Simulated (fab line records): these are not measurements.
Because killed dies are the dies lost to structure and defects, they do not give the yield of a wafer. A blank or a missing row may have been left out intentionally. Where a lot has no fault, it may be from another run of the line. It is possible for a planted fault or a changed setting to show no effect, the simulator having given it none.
Chamber matching -- flow n5_finfet -- N5_BEOL_M0_ETCH_109 on rie_diel-03: 4 sister chambers
The step etches SiCN in CH3F/O2, target depth 8 nm, overetch 2.4 nm, time 27.4 s. 18 wafers are shown with their chamber, then 9 later ones without.

## WAFERS, EACH WITH ITS CHAMBER
wafer,chamber,showerhead_plenum_p_Torr (Torr),drypump_motor_current_A (A),throttle_valve_pct (%)
L077.2,1,1.97,6.0,16.28
L077.5,1,1.97,6.0,16.30
L077.6,3,1.95,5.7,16.27
L081.1,2,2.04,5.3,16.26
L081.3,0,2.04,5.9,16.30
L081.5,1,1.97,6.0,16.29
L084.3,1,1.97,6.0,16.31
L084.4,0,2.04,5.9,16.29
L084.5,2,2.04,5.4,16.27
L087.3,0,2.04,5.9,16.28
L087.4,3,1.95,5.7,15.83
L087.6,3,1.95,5.8,15.83
L090.3,3,1.95,5.7,15.85
L090.4,2,2.03,5.3,16.29
L090.6,2,2.03,5.3,16.31
L091.1,3,1.95,5.7,15.85
L091.3,0,2.04,5.9,16.31
L091.4,2,2.03,5.3,16.29

SIGNATURES (averages over the wafers above)
reading,chamber 0,chamber 1,chamber 2,chamber 3,scatter within a chamber
showerhead_plenum_p_Torr,2.0400,1.9700,2.0340,1.9500,0.00293
drypump_motor_current_A,5.900,6.000,5.320,5.720,0.0338
throttle_valve_pct,16.2950,16.2950,16.2840,15.9260,0.104
Rule: for each reading, subtract the chamber's mean from the wafer's reading, divide by that reading's scatter and square the result; add these up over the readings and take the root, which gives the wafer's distance from the chamber. The wafer belongs to the nearest chamber; if the next one is less than 2 further off, it can't be placed. The scatter: take each reading less its chamber's mean, square it, sum over the shown wafers, divide by the number of wafers less the number of chambers, and take the root.

## WAFERS WITH NO CHAMBER GIVEN
wafer,showerhead_plenum_p_Torr (Torr),drypump_motor_current_A (A),throttle_valve_pct (%)
L092.2,2.03,5.9,16.31
L092.4,2.03,5.3,16.29
L092.6,1.96,6.0,16.34
L095.1,2.03,5.3,16.30
L095.3,1.95,5.7,15.87
L095.4,2.03,5.9,16.36
L096.2,1.95,5.7,15.87
L096.3,2.03,5.3,16.32
L096.4,2.03,5.9,16.36

## THE CHAMBER EACH PASSED THROUGH
wafer,from the rows above,in truth
L092.2,0,0
L092.4,2,2
L092.6,1,1
L095.1,2,2
L095.3,3,3
L095.4,0,0
L096.2,3,3
L096.3,2,2
L096.4,0,0
9 of 9 placed correctly. From these rows, 0 cannot be placed. Wrongly placed: 0.
